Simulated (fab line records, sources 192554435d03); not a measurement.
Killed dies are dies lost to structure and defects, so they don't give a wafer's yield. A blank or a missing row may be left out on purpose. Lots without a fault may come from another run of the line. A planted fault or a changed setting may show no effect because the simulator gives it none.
Which tool did it? | flow n5_finfet | 11 lots, 33 wafers sampled, at 2 steps of a route of 1938

WHAT THE GAUGES READ, wafer by wafer
N5_PASSIVATION_CD_MEAS_10: target cd 3000 nm.
lot  | measured     | on        | cd_nm (nm)
L512 | day 12 21:14 | cd_sem-03 | 3005 2995 3001
L513 | day 13 12:31 | cd_sem-01 | 2999 2997 2991
L520 | day 15 13:29 | cd_sem-02 | 2998 3002 2994
L521 | day 15 13:20 | cd_sem-03 | 3000 3001 2999
L524 | day 16 10:30 | cd_sem-03 | 2995 2997 2998
L526 | day 16 18:15 | cd_sem-02 | 2995 2995 2998
L527 | day 16 21:14 | cd_sem-03 | 2999 2996 2995
L529 | day 17 12:03 | cd_sem-01 | 3002 3007 3005
L530 | day 17 16:48 | cd_sem-02 | 3000 3000 3001
L531 | day 18 09:05 | cd_sem-01 | 2997 3000 2997
L532 | day 18 12:12 | cd_sem-01 | 2995 2995 2991

WHICH TOOL RAN EACH LOT (tool, then ch and the chambers of the sampled wafers, then the start)
lot  | N5_GATE_CUT_VAPOR_ETCH_60
L512 | rie_metal-01 ch 0,1, day 5 01:23
L513 | rie_metal-01 ch 0,1, day 5 10:21
L520 | rie_metal-03 ch 1, day 7 03:50
L521 | rie_metal-03 ch 0,1, day 7 07:16
L524 | rie_metal-01 ch 0,1, day 8 04:41
L526 | rie_metal-02 ch 0,1, day 8 13:35
L527 | rie_metal-01 ch 0, day 8 20:28
L529 | rie_metal-01 ch 0,1, day 9 09:08
L530 | rie_metal-01 ch 0,1, day 9 19:44
L531 | rie_metal-02 ch 0,1, day 9 20:19
L532 | rie_metal-03 ch 0,1, day 10 01:10
- N5_GATE_CUT_VAPOR_ETCH_60: etches HfO2 in BCl3/Cl2.

THE ANSWER, worked out from the rows above alone
Rule: what is usual is taken from the lots themselves. Put in order of their means at a reading, lots are off if they are a third of the lots or fewer, leave a main group of 4 or more, and stand apart from it by a gap of 3 or more times the standard deviation of the main group's means; of several such gaps the widest counts. A main group whose means are all the same, to the digits that the tables above print for the reading, isn't used. A lot without any number at a reading at which 4 lots or more have one is off too. The other lots that the step has rows for count as sound.
No lot is off at any reading shown: from this, nothing can be told.

WHAT THE SIMULATOR HAD PUT IN
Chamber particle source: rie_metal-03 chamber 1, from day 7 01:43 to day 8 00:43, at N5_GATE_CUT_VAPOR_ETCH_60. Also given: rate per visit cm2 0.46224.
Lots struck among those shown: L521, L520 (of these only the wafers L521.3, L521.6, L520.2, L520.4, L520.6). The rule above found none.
